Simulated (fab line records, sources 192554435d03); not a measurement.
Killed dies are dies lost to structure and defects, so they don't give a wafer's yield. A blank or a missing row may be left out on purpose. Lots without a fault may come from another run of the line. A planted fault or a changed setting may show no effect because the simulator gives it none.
Problem report in the 8D (eight disciplines) form, filled by code | flow n5_finfet | the parts of the form that need people (team, actions taken, sign-off) are left out

1. THE PROBLEM
trench_depth_nm at N5_STI_FIN_REVEAL_FIN_H_MEAS_10 reads a mean of 36.5 nm on 3 wafers of 2 lots; wafers without a fault read 52.1 nm with a standard deviation of 0.78. That is -20 standard deviations from the usual mean.
First seen on wafer L395.2, day 4 00:32, on ocd-02. The record holds 32 wafers of 11 lots with a number at this step. Rule for "out", or "out of limits": more than 4 standard deviations from the usual mean. The other wafers with a number count as sound.

2. WHAT IT IS AND WHAT IT IS NOT
question                    | is                     | is not
which readings at this step | trench_depth_nm        | -
which lots                  | L395, L397             | L389, L391, L392, L393, L405, L407, L409, L411, L412
which wafers of those lots  | L395.2, L395.3, L397.2 | L395.6, L397.1, L397.4
read on which gauges        | ocd-01, ocd-02         | -
when                        | from day 4 00:32       | up to then (13 sound wafers); but 16 sound wafers of L397, L405, L407, L409, L411, L412 came after

3. SUSPECTS, AND WHAT RULES EACH OUT
Counting: a tool at a process step up to the reading stays a suspect if it ran every lot that is out. Sound lots after the first of them don't rule it out here, since some wafers of a struck lot are sound.
- the gauge at N5_STI_FIN_REVEAL_FIN_H_MEAS_10: ruled out. The wafers that are out were read on 2 gauges (ocd-01, ocd-02).
- rie_diel-03 at N5_STI_FIN_REVEAL_ETCHBACK_08 (etches SiO2 in C4F6/O2, target depth 30.5 nm, time 10.167 s): kept. It ran every lot that is out, first L395 (day 3 21:34); its last sound lot up to then is L393 (day 3 09:34).
- vapor_etch-02 at N5_STI_FIN_REVEAL_RECESS_09 (chemistry HF/NH3, target SiO2, afs cycles 11, target depth 42.5 nm, sublimation time 60 s): kept. It ran every lot that is out, first L395 (day 3 21:49); its last sound lot up to then is L393 (day 3 09:59).
- Within vapor_etch-02 at N5_STI_FIN_REVEAL_RECESS_09: the wafers that are out ran in chamber 1; their sound lot-mates ran in chamber 0.
Left after counting: rie_diel-03 at N5_STI_FIN_REVEAL_ETCHBACK_08, vapor_etch-02 at N5_STI_FIN_REVEAL_RECESS_09.

4. THE CAUSE (what the simulator had put in)
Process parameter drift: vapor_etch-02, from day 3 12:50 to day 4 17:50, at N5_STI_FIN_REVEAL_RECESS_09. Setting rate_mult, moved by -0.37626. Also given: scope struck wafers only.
Counting left 2 suspects, and this tool is among them.

5. THE CHAIN OF EFFECTS, in route order
Each row: a reading whose mean over the struck wafers that have a number lies more than 3 standard deviations from the usual. Only readings for which the record gives a usual standard deviation are gone through. hours: the time from each lot's start at the first step in this table that gives one to its start at this step, as a median over the lots. sigmas: the change in usual standard deviations.
hours | step                            | reading         | usual   | on struck wafers | change | sigmas
0     | N5_STI_FIN_REVEAL_FIN_H_MEAS_10 | trench_depth_nm | 52.1 nm | 36.5             | -15.6  | -20

6. WHAT WOULD HAVE CAUGHT IT SOONER
In this record the first reading out of limits at a measuring or inspecting step was taken at day 4 00:32, 12 hours after the fault began at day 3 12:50.
Of the tool readings at N5_STI_FIN_REVEAL_RECESS_09 for which the record gives a usual standard deviation, none was out on any struck wafer, so an alarm limit of 4 standard deviations on them would not have fired.
Of the lots that are out (2), L397 began N5_STI_FIN_REVEAL_RECESS_09 on vapor_etch-02 after day 4 00:32. A hold on the tool at that time would have spared it.
